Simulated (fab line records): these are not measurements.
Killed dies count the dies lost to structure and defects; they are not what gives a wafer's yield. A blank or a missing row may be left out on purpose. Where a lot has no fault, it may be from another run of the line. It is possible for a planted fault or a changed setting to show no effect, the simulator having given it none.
fab line records + flow nand_harc
record
- lots=13
- wafers=39
- last_day=24
route steps=1159 shown A_ONON_D1@427 A_CHANNEL_HOLE_D1@464 END@1159
lots that met no fault: taken from a fault-free run of the same line
start_h: the number of hours between the record's first day and the start of the first shown wafer of the lot + wait_h: hours from the lot's prior step to this one + " the same as in the row above + L1.1+2: one row covering several wafers at once + - no value, or no start given + * or withheld: withheld + < > ~ a bound
route shown NAME@n: names a module that has steps shown in the file, with the first one's number in the route + usual: average and standard deviation across the fault-free wafers + same: alike in all rows + chamber/n: place in a boat + sites: readings site by site + _std_site: how widely they spread, as a standard deviation + _edge_site: outer sites' mean less inner sites' + radius_mm: for every site, how far away it sits from the centre of the wafer + mask NAME#n: copy n + behind: the most recent tool/chamber to have shaped the wafer + hold: cause of the lot's hold/its duration in hours/its outcome + device: whichever transistor did not switch (one of n, p or np) + end of line: at the end of the route, the tests of the same wafers + a step given without rows: its recipe and nothing more + killed: at the first sort, the dies lost to defects and structure; wafer yield is something else + map: a wafer's dies, marking killed ones x, the rest . and places with no die _
set.NAME: setting as actually run; set.NAME@STEP: the setting as run at that earlier step + model.NAME: the simulator's own value behind a step, which no gauge read
steps of the route over a sample of lots; a table a step, a row a wafer
services: when a tool's chamber went out of use (start_h, in hours from the record's first day, below 0 if earlier), for how many hours, and the reason
## steps
# step NHARC_A_ONON_D1_THK_MEAS_05
# recipe
- thk_meas_gauge=ellipsometry
# usual
- thk_nm=996/7.6
| lot.wafer | tool          | chamber | start_h | wait_h | thk_nm |
|-----------|---------------|---------|---------|--------|--------|
| L530.2    | film_metro-01 | -       | 169.78  | -      | 989    |
| L530.3    | "             | -       | "       | "      | 988    |
| L530.5    | "             | -       | "       | "      | 987    |
| L531.2    | film_metro-02 | -       | 173.34  | -      | 999    |
| L531.3    | "             | -       | "       | "      | 996    |
| L531.6    | "             | -       | "       | "      | 998    |
| L535.2    | film_metro-02 | -       | 185.32  | -      | 1002   |
| L535.5    | "             | -       | "       | "      | 1002   |
| L535.6    | "             | -       | "       | "      | 1000   |
| L543.2    | film_metro-02 | -       | 235.02  | -      | 996    |
| L543.5    | "             | -       | "       | "      | 994    |
| L543.6    | "             | -       | "       | "      | 996    |
| L542.1    | film_metro-02 | -       | 235.04  | -      | 997    |
| L542.3    | "             | -       | "       | "      | 998    |
| L542.6    | "             | -       | "       | "      | 997    |
| L545.2    | film_metro-02 | -       | 254.43  | -      | 1004   |
| L545.5    | "             | -       | "       | "      | 1004   |
| L545.6    | "             | -       | "       | "      | 1004   |
| L546.2    | film_metro-01 | -       | 262.75  | -      | 1002   |
| L546.3    | "             | -       | "       | "      | 1003   |
| L546.6    | "             | -       | "       | "      | 1002   |
| L547.2    | film_metro-02 | -       | 262.76  | -      | 999    |
| L547.3    | "             | -       | "       | "      | 1000   |
| L547.6    | "             | -       | "       | "      | 1000   |
| L549.3    | film_metro-01 | -       | 272.59  | -      | 1000   |
| L549.4    | "             | -       | "       | "      | 998    |
| L549.5    | "             | -       | "       | "      | 998    |
| L548.2    | film_metro-02 | -       | 272.60  | -      | 994    |
| L548.3    | "             | -       | "       | "      | 993    |
| L548.5    | "             | -       | "       | "      | 994    |
| L550.1    | film_metro-01 | -       | 289.40  | -      | 1017   |
| L550.2    | "             | -       | "       | "      | 1015   |
| L550.4    | "             | -       | "       | "      | 1018   |
| L551.3    | film_metro-02 | -       | 289.45  | -      | 990    |
| L551.5    | "             | -       | "       | "      | 989    |
| L551.6    | "             | -       | "       | "      | 990    |
| L552.2    | film_metro-02 | -       | 304.86  | -      | 996    |
| L552.5    | "             | -       | "       | "      | 997    |
| L552.6    | "             | -       | "       | "      | 997    |
# step NHARC_A_CHANNEL_HOLE_D1_INSPECT_12
# usual
- raw_defect_count=5.7/2.6
| lot.wafer | tool              | chamber | start_h | wait_h | raw_defect_count |
|-----------|-------------------|---------|---------|--------|------------------|
| L530.2    | defect_inspect-01 | -       | 183.94  | 0.0    | 6                |
| L530.3    | "                 | -       | "       | "      | 8                |
| L530.5    | "                 | -       | "       | "      | 3                |
| L531.2    | defect_inspect-02 | -       | 188.28  | 0.0    | 4                |
| L531.3    | "                 | -       | "       | "      | 9                |
| L531.6    | "                 | -       | "       | "      | 3                |
| L535.2    | defect_inspect-01 | -       | 200.40  | 0.0    | 7                |
| L535.5    | "                 | -       | "       | "      | 11               |
| L535.6    | "                 | -       | "       | "      | 6                |
| L542.1    | defect_inspect-01 | -       | 251.16  | 0.0    | 3                |
| L542.3    | "                 | -       | "       | "      | 3                |
| L542.6    | "                 | -       | "       | "      | 7                |
| L543.2    | defect_inspect-01 | -       | 251.32  | 0.0    | 6                |
| L543.5    | "                 | -       | "       | "      | 4                |
| L543.6    | "                 | -       | "       | "      | 9                |
| L545.2    | defect_inspect-01 | -       | 269.02  | 0.0    | 13               |
| L545.5    | "                 | -       | "       | "      | 7                |
| L545.6    | "                 | -       | "       | "      | 0                |
| L546.2    | defect_inspect-01 | -       | 278.65  | 0.0    | 4                |
| L546.3    | "                 | -       | "       | "      | 3                |
| L546.6    | "                 | -       | "       | "      | 3                |
| L547.2    | defect_inspect-01 | -       | 280.44  | 0.0    | 5                |
| L547.3    | "                 | -       | "       | "      | 8                |
| L547.6    | "                 | -       | "       | "      | 9                |
| L548.2    | defect_inspect-02 | -       | 290.39  | 0.0    | 8                |
| L548.3    | "                 | -       | "       | "      | 4                |
| L548.5    | "                 | -       | "       | "      | 5                |
| L549.3    | defect_inspect-01 | -       | 290.99  | 0.0    | 1                |
| L549.4    | "                 | -       | "       | "      | 7                |
| L549.5    | "                 | -       | "       | "      | 3                |
| L551.3    | defect_inspect-01 | -       | 305.99  | 0.0    | 10               |
| L551.5    | "                 | -       | "       | "      | 5                |
| L551.6    | "                 | -       | "       | "      | 10               |
| L550.1    | defect_inspect-01 | -       | 306.14  | 0.0    | 5                |
| L550.2    | "                 | -       | "       | "      | 3                |
| L550.4    | "                 | -       | "       | "      | 6                |
| L552.2    | defect_inspect-02 | -       | 319.30  | 0.0    | 4                |
| L552.5    | "                 | -       | "       | "      | 6                |
| L552.6    | "                 | -       | "       | "      | 6                |
# step NHARC_A_CHANNEL_HOLE_D1_ETCH_16
# recipe
- target_depth_a=31000
- over_etch_frac=0.3
- time_s=806
- ion_energy_ev=150
- o2_flow_sccm=400
- cos_flow_sccm=20
- ar_flow_sccm=0
- rf_w=500
- bias_w=300
- chemistry=O2/COS
# usual
- cos_flow_sccm=20.00/0.061
- drypump_motor_current_A=6.0/0.4
- oes_product_au=1.004/0.0095
- rf_vpp_V=314.1/1.6
- showerhead_plenum_p_Torr=3.12/0.098
- throttle_valve_pct=28.330/0.0094
| lot.wafer | tool        | chamber | start_h | wait_h | cos_flow_sccm | drypump_motor_current_A | oes_product_au | rf_hours_counter_h | rf_vpp_V | showerhead_plenum_p_Torr | throttle_valve_pct |
|-----------|-------------|---------|---------|--------|---------------|-------------------------|----------------|--------------------|----------|--------------------------|--------------------|
| L530.3    | rie_diel-01 | 1       | 185.11  | -      | 20.07         | 6.2                     | 1.007          | 3.0                | 313.7    | 3.08                     | 28.330             |
| L530.2    | "           | 0       | "       | "      | 19.92         | 6.7                     | 1.004          | 2.9                | 314.2    | 3.20                     | 28.335             |
| L530.5    | "           | 2       | "       | "      | 19.94         | 6.2                     | 0.991          | -                  | 311.8    | 3.01                     | 28.330             |
| L531.2    | rie_diel-01 | 1       | 188.94  | -      | 19.95         | 6.2                     | 1.004          | 3.6                | 314.2    | 3.08                     | 28.328             |
| L531.3    | "           | 3       | "       | "      | 20.00         | 5.9                     | 0.993          | 3.7                | 313.6    | 3.09                     | 28.320             |
| L531.6    | "           | 1       | "       | "      | 20.05         | 6.3                     | 0.995          | -                  | 313.8    | 3.08                     | 28.337             |
| L535.2    | rie_diel-01 | 2       | 201.15  | -      | 19.90         | 6.2                     | 1.000          | 3.2                | 312.3    | 3.01                     | 28.323             |
| L535.5    | "           | 0       | "       | "      | 19.96         | 6.7                     | 0.998          | -                  | 315.3    | 3.20                     | 28.348             |
| L535.6    | "           | 1       | "       | "      | 19.88         | 6.3                     | 0.996          | -                  | 313.3    | 3.08                     | 28.333             |
| L542.1    | rie_diel-10 | 1       | 251.75  | -      | 19.95         | 5.4                     | 1.002          | 6.0                | 316.8    | 3.30                     | 28.319             |
| L542.3    | "           | 3       | "       | "      | 20.02         | 5.9                     | 1.003          | 5.3                | 316.1    | 3.17                     | 28.318             |
| L542.6    | "           | 2       | "       | "      | 19.99         | 5.8                     | 1.013          | -                  | 311.9    | 3.01                     | 28.341             |
| L543.2    | rie_diel-02 | 3       | 252.08  | -      | 19.97         | 6.0                     | 0.988          | 4.6                | 314.2    | 3.11                     | 28.332             |
| L543.5    | "           | 0       | "       | "      | 20.01         | 5.6                     | 0.999          | -                  | 314.2    | 3.05                     | 28.334             |
| L543.6    | "           | 1       | "       | "      | 20.08         | 5.0                     | 1.002          | -                  | 318.0    | 3.33                     | 28.334             |
| L545.2    | rie_diel-02 | 0       | 270.12  | -      | 19.93         | 5.6                     | 0.807          | 7.2                | 312.8    | 3.05                     | 28.329             |
| L545.5    | "           | 3       | "       | "      | 20.00         | 6.0                     | 0.982          | -                  | 313.2    | 3.11                     | 28.360             |
| L545.6    | "           | 0       | "       | "      | 19.94         | 5.6                     | 0.811          | -                  | 312.2    | 3.05                     | 28.340             |
| L546.2    | rie_diel-01 | 2       | 279.24  | -      | 20.02         | 6.2                     | 0.995          | 6.8                | 313.2    | 3.01                     | 28.334             |
| L546.3    | "           | 1       | "       | "      | 19.97         | 6.2                     | 0.993          | 9.1                | 313.0    | 3.08                     | 28.337             |
| L546.6    | "           | 3       | "       | "      | 20.00         | 5.9                     | 0.990          | -                  | 313.1    | 3.08                     | 28.323             |
| L547.3    | rie_diel-01 | 0       | 281.03  | -      | 20.09         | 6.7                     | 1.020          | 9.5                | 314.1    | 3.20                     | 28.328             |
| L547.2    | "           | 2       | "       | "      | 19.93         | 6.1                     | 0.997          | 7.4                | 313.4    | 3.01                     | 28.331             |
| L547.6    | "           | 1       | "       | "      | 19.98         | 6.3                     | 1.012          | -                  | 313.8    | 3.08                     | 28.349             |
| L548.3    | rie_diel-10 | 1       | 291.10  | -      | 20.04         | 5.4                     | 0.992          | 8.4                | 317.2    | 3.30                     | 28.339             |
| L548.2    | "           | 2       | "       | "      | 20.11         | 5.7                     | 1.024          | 8.2                | 311.5    | 3.01                     | 28.335             |
| L548.5    | "           | 3       | "       | "      | 19.94         | 5.9                     | 1.027          | -                  | 315.3    | 3.17                     | 28.335             |
| L549.4    | rie_diel-01 | 1       | 291.59  | -      | 20.02         | 6.2                     | 1.004          | 10.4               | 314.0    | 3.08                     | 28.335             |
| L549.3    | "           | 3       | "       | "      | 19.93         | 5.9                     | 0.986          | 10.3               | 314.7    | 3.08                     | 28.345             |
| L549.5    | "           | 1       | "       | "      | 20.06         | 6.2                     | 1.010          | -                  | 312.2    | 3.08                     | 28.322             |
| L551.3    | rie_diel-01 | 0       | 306.69  | -      | 19.99         | 6.7                     | 1.002          | 11.3               | 315.4    | 3.20                     | 28.316             |
| L551.5    | "           | 2       | "       | "      | 20.01         | 6.2                     | 1.008          | -                  | 312.5    | 3.01                     | 28.326             |
| L551.6    | "           | 3       | "       | "      | 20.03         | 5.9                     | 0.990          | -                  | 313.1    | 3.08                     | 28.315             |
| L550.1    | rie_diel-10 | 2       | 306.74  | -      | 20.12         | 5.8                     | 1.014          | 9.1                | 311.9    | 3.01                     | 28.343             |
| L550.2    | "           | 0       | "       | "      | 19.98         | 6.1                     | 1.010          | 8.7                | 317.6    | 3.19                     | 28.331             |
| L550.4    | "           | 1       | "       | "      | 19.94         | 5.5                     | 0.997          | 9.3                | 316.7    | 3.30                     | 28.322             |
| L552.2    | rie_diel-10 | 1       | 320.16  | -      | 19.99         | 5.4                     | 1.002          | 10.1               | 315.7    | 3.30                     | 28.322             |
| L552.6    | "           | 3       | "       | "      | 20.02         | 5.9                     | 1.003          | -                  | 314.7    | 3.17                     | 28.332             |
| L552.5    | "           | 0       | "       | "      | 19.88         | 6.1                     | 0.997          | -                  | 314.0    | 3.19                     | 28.320             |
# step NHARC_A_CHANNEL_HOLE_D1_CD_MEAS_30
# usual
- cd_nm=89.7/1.7
| lot.wafer | tool      | chamber | start_h | wait_h | cd_nm |
|-----------|-----------|---------|---------|--------|-------|
| L530.2    | cd_sem-01 | -       | 191.33  | -      | 93.9  |
| L530.3    | "         | -       | "       | "      | 91.5  |
| L530.5    | "         | -       | "       | "      | 93.3  |
| L531.2    | cd_sem-01 | -       | 195.03  | -      | 88.3  |
| L531.3    | "         | -       | "       | "      | 89.6  |
| L531.6    | "         | -       | "       | "      | 89.0  |
| L535.2    | cd_sem-02 | -       | 207.96  | -      | 88.7  |
| L535.5    | "         | -       | "       | "      | 88.4  |
| L535.6    | "         | -       | "       | "      | 89.0  |
| L542.1    | cd_sem-02 | -       | 258.42  | -      | 91.5  |
| L542.3    | "         | -       | "       | "      | 91.0  |
| L542.6    | "         | -       | "       | "      | 89.6  |
| L543.2    | cd_sem-03 | -       | 261.31  | -      | 89.7  |
| L543.5    | "         | -       | "       | "      | 89.9  |
| L543.6    | "         | -       | "       | "      | 90.3  |
| L545.2    | cd_sem-02 | -       | 276.25  | -      | 89.0  |
| L545.5    | "         | -       | "       | "      | 92.9  |
| L545.6    | "         | -       | "       | "      | 93.3  |
| L546.2    | cd_sem-02 | -       | 285.46  | -      | 89.3  |
| L546.3    | "         | -       | "       | "      | 92.8  |
| L546.6    | "         | -       | "       | "      | 89.5  |
| L547.2    | cd_sem-03 | -       | 287.22  | -      | 93.4  |
| L547.3    | "         | -       | "       | "      | 89.7  |
| L547.6    | "         | -       | "       | "      | 89.9  |
| L548.2    | cd_sem-01 | -       | 297.15  | -      | 89.2  |
| L548.3    | "         | -       | "       | "      | 89.7  |
| L548.5    | "         | -       | "       | "      | 88.3  |
| L549.3    | cd_sem-01 | -       | 297.80  | -      | 90.6  |
| L549.4    | "         | -       | "       | "      | 88.8  |
| L549.5    | "         | -       | "       | "      | 90.1  |
| L551.3    | cd_sem-01 | -       | 312.75  | -      | 88.9  |
| L551.5    | "         | -       | "       | "      | 91.3  |
| L551.6    | "         | -       | "       | "      | 88.6  |
| L550.1    | cd_sem-03 | -       | 316.91  | -      | 88.0  |
| L550.2    | "         | -       | "       | "      | 92.6  |
| L550.4    | "         | -       | "       | "      | 91.5  |
| L552.2    | cd_sem-01 | -       | 326.23  | -      | 89.4  |
| L552.5    | "         | -       | "       | "      | 90.8  |
| L552.6    | "         | -       | "       | "      | 92.0  |
# step NHARC_END_SORT_01
# recipe
- temp_c=25
# usual
- killed_at_array=21/8.9
- killed_at_other=0.8/1.3
- killed_at_periphery=3.6/2.4
- killed_dies=26/8.9
- killed_open=3.1/1.8
- killed_short=1.9/1.3
# same
- gross_dies=677
| lot.wafer | tool      | chamber | start_h | wait_h | killed_at_array | killed_at_other | killed_at_periphery | killed_dies | killed_open | killed_short |
|-----------|-----------|---------|---------|--------|-----------------|-----------------|---------------------|-------------|-------------|--------------|
| L545.2    | prober-02 | 0       | 543.87  | 2.8    | 672             | 0               | 5                   | 677         | 2           | 2            |
| L545.5    | prober-02 | 0       | 546.28  | 3.7    | 18              | 0               | 4                   | 22          | 6           | 3            |
| L545.6    | prober-02 | 0       | 547.08  | 4.0    | 675             | 2               | 0                   | 677         | 1           | 1            |
# killed by level:class
L545.2 A_CHANNEL_HOLE_D1:area_etch=660 A_CHANNEL_HOLE_D1:chamber_film_flake=5 A_CONTACT:chamber_film_flake=3 A_CONTACT:geometric_particle:short=1 P_BONDPAD:geometric_particle:open=1 A_SGD_CUT:geometric_particle:open=1 A_WL_FILL:geometric_particle:short=1 P_ZERO_WELL:chamber_film_flake=1
L545.5 A_CONTACT:geometric_particle:open=5 P_GATE:chamber_film_flake=3 A_CHANNEL_FILL_D1:geometric_particle:short=2 A_ZERO_WELL:chamber_film_flake=2 A_CHANNEL_HOLE_D1:chamber_film_flake=2 A_CONTACT:geometric_particle:short=1 A_M1:geometric_particle:open=1 P_ZERO_WELL:chamber_film_flake=1
L545.6 A_CHANNEL_HOLE_D1:area_etch=665 A_CONTACT:chamber_film_flake=4 A_CHANNEL_HOLE_D1:chamber_film_flake=3 THIN_TSV:chamber_film_flake=2 A_M0:geometric_particle:open=1 A_M0:geometric_particle:short=1 A_STAIRCASE:chamber_film_flake=1
## services
| tool        | chamber | start_h | hours | kind   |
|-------------|---------|---------|-------|--------|
| rie_diel-01 | 0       | 171.30  | -     | clean  |
| rie_diel-01 | 1       | 171.30  | -     | clean  |
| rie_diel-01 | 2       | 171.30  | -     | clean  |
| rie_diel-01 | 3       | 171.30  | -     | clean  |
| rie_diel-01 | -       | 171.93  | 0.1   | repair |
| rie_diel-10 | 2       | 174.22  | 6.4   | repair |
| rie_diel-10 | -       | 176.50  | 9.0   | pm     |
| rie_diel-01 | 0       | 186.16  | 2.2   | repair |
| rie_diel-01 | 0       | 195.80  | -     | clean  |
| rie_diel-01 | 1       | 195.80  | -     | clean  |
| rie_diel-01 | 2       | 195.80  | -     | clean  |
| rie_diel-01 | 3       | 195.80  | -     | clean  |
| rie_diel-01 | 0       | 220.30  | -     | clean  |
| rie_diel-01 | 1       | 220.30  | -     | clean  |
| rie_diel-01 | 2       | 220.30  | -     | clean  |
| rie_diel-01 | 3       | 220.30  | -     | clean  |
| rie_diel-01 | 0       | 244.80  | -     | clean  |
| rie_diel-01 | 1       | 244.80  | -     | clean  |
| rie_diel-01 | 2       | 244.80  | -     | clean  |
| rie_diel-01 | 3       | 244.80  | -     | clean  |
| rie_diel-01 | 0       | 269.44  | -     | clean  |
| rie_diel-01 | 1       | 269.44  | -     | clean  |
| rie_diel-02 | 3       | 277.26  | 8.8   | repair |
| rie_diel-01 | -       | 314.80  | 9.0   | pm     |
## key
first_sign
- step=NHARC_A_CHANNEL_HOLE_D1_ETCH_16
- reading=oes_product_au
- direction=down
- sigmas=21
- usual=1.004
- struck=0.809
effect
- step=NHARC_END_SORT_01
- reading=killed_at_array
- direction=up
- sigmas=73
- usual=21
- struck=674
more_kills_born_at
- NHARC_A_CHANNEL_HOLE_D1_ETCH_16@rie_diel-02=1325
met_at NHARC_A_CHANNEL_HOLE_D1_ETCH_16
struck_lots L545
struck_wafers L545.2,L545.6
later_rows_left_out L545.2,L545.6
tester_left_out L545
not_acting_at NHARC_A_ONON_D1_THK_MEAS_05,NHARC_A_CHANNEL_HOLE_D1_INSPECT_12,NHARC_A_CHANNEL_HOLE_D1_CD_MEAS_30
onset_between 252.08 270.12
fault
- kind=process_parameter_drift
- tool=rie_diel-02
- chamber=0
- onset_h=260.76
- steps=NHARC_A_CHANNEL_HOLE_D1_ETCH_16
- channel=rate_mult
- offset=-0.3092
- shape=step
- end_h=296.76
# tester_left_out: of these lots the tester's yield and bins aren't shown, on N5 and GAA mostly nor the transistor test; their killed dies are dies lost to structure and defects alone, not to doping, threshold or leakage, so they don't give the yield
# later_rows_left_out: the simulator's readings of these wafers behind a module that went badly wrong aren't trusted and aren't shown, but for the sort
